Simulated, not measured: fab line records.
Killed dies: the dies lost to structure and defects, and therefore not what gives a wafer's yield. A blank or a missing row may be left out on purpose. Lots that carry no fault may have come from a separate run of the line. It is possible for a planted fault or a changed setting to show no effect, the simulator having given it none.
Chamber matching / flow nand_harc / rie_diel-02 running NHARC_P_ZERO_WELL_DESCUM_13: 4 sister chambers
The step chemistry O2, time 3 s. 14 wafers are shown with their chamber, then 7 later ones without.

WAFERS, EACH WITH ITS CHAMBER
wafer=L076.1; chamber=3; showerhead_plenum_p_Torr (Torr)=1.89; drypump_motor_current_A (A)=4.8; oes_product_au (a.u.)=0.996
wafer=L076.2; chamber=0; showerhead_plenum_p_Torr (Torr)=2.02; drypump_motor_current_A (A)=5.8; oes_product_au (a.u.)=0.989
wafer=L076.4; chamber=2; showerhead_plenum_p_Torr (Torr)=1.85; drypump_motor_current_A (A)=5.6; oes_product_au (a.u.)=1.011
wafer=L081.2; chamber=1; showerhead_plenum_p_Torr (Torr)=1.88; drypump_motor_current_A (A)=6.1; oes_product_au (a.u.)=0.997
wafer=L081.3; chamber=3; showerhead_plenum_p_Torr (Torr)=1.89; drypump_motor_current_A (A)=4.8; oes_product_au (a.u.)=0.985
wafer=L081.5; chamber=3; showerhead_plenum_p_Torr (Torr)=1.89; drypump_motor_current_A (A)=4.8; oes_product_au (a.u.)=0.986
wafer=L082.3; chamber=1; showerhead_plenum_p_Torr (Torr)=1.89; drypump_motor_current_A (A)=6.1; oes_product_au (a.u.)=0.998
wafer=L082.4; chamber=2; showerhead_plenum_p_Torr (Torr)=1.85; drypump_motor_current_A (A)=5.6; oes_product_au (a.u.)=1.011
wafer=L082.6; chamber=2; showerhead_plenum_p_Torr (Torr)=1.85; drypump_motor_current_A (A)=5.6; oes_product_au (a.u.)=1.017
wafer=L083.2; chamber=3; showerhead_plenum_p_Torr (Torr)=1.89; drypump_motor_current_A (A)=4.8; oes_product_au (a.u.)=0.981
wafer=L083.5; chamber=2; showerhead_plenum_p_Torr (Torr)=1.85; drypump_motor_current_A (A)=5.7; oes_product_au (a.u.)=0.998
wafer=L083.6; chamber=1; showerhead_plenum_p_Torr (Torr)=1.88; drypump_motor_current_A (A)=6.1; oes_product_au (a.u.)=0.991
wafer=L087.2; chamber=0; showerhead_plenum_p_Torr (Torr)=2.02; drypump_motor_current_A (A)=5.8; oes_product_au (a.u.)=0.989
wafer=L087.3; chamber=3; showerhead_plenum_p_Torr (Torr)=1.89; drypump_motor_current_A (A)=4.8; oes_product_au (a.u.)=0.991

SIGNATURES, as means of the wafers listed above
reading=showerhead_plenum_p_Torr; chamber 0=2.0200; chamber 1=1.8833; chamber 2=1.8500; chamber 3=1.8900; scatter within a chamber=0.00258
reading=drypump_motor_current_A; chamber 0=5.800; chamber 1=6.100; chamber 2=5.625; chamber 3=4.800; scatter within a chamber=0.0274
reading=oes_product_au; chamber 0=0.98900; chamber 1=0.99533; chamber 2=1.00925; chamber 3=0.98780; scatter within a chamber=0.00597
Rule: for a wafer and a chamber, the distance is found by dividing, reading by reading, the gap between the wafer's reading and the chamber's mean by the reading's scatter, squaring, summing and taking the root. The wafer belongs to the nearest chamber; if the next one is less than 2 further off, it can't be placed. The scatter: the root of (the sum of the squares of (reading less its chamber's mean) over the shown wafers, divided by (wafers less chambers)).

WAFERS MISSING THEIR CHAMBER
wafer=L087.4; showerhead_plenum_p_Torr (Torr)=1.89; drypump_motor_current_A (A)=4.8; oes_product_au (a.u.)=0.987
wafer=L092.1; showerhead_plenum_p_Torr (Torr)=1.88; drypump_motor_current_A (A)=6.1; oes_product_au (a.u.)=0.989
wafer=L092.2; showerhead_plenum_p_Torr (Torr)=2.01; drypump_motor_current_A (A)=5.7; oes_product_au (a.u.)=0.986
wafer=L092.4; showerhead_plenum_p_Torr (Torr)=1.84; drypump_motor_current_A (A)=5.6; oes_product_au (a.u.)=1.016
wafer=L094.1; showerhead_plenum_p_Torr (Torr)=2.01; drypump_motor_current_A (A)=5.7; oes_product_au (a.u.)=0.993
wafer=L094.4; showerhead_plenum_p_Torr (Torr)=1.88; drypump_motor_current_A (A)=6.0; oes_product_au (a.u.)=0.983
wafer=L094.6; showerhead_plenum_p_Torr (Torr)=1.84; drypump_motor_current_A (A)=5.7; oes_product_au (a.u.)=1.010

WHICH CHAMBER EACH ONE RAN IN
wafer=L087.4; from the rows above=3; in truth=3
wafer=L092.1; from the rows above=1; in truth=1
wafer=L092.2; from the rows above=0; in truth=0
wafer=L092.4; from the rows above=2; in truth=2
wafer=L094.1; from the rows above=0; in truth=0
wafer=L094.4; from the rows above=1; in truth=1
wafer=L094.6; from the rows above=2; in truth=2
Correctly placed: 7 of 7. Can't be placed from these rows: 0. 0 placed wrongly.
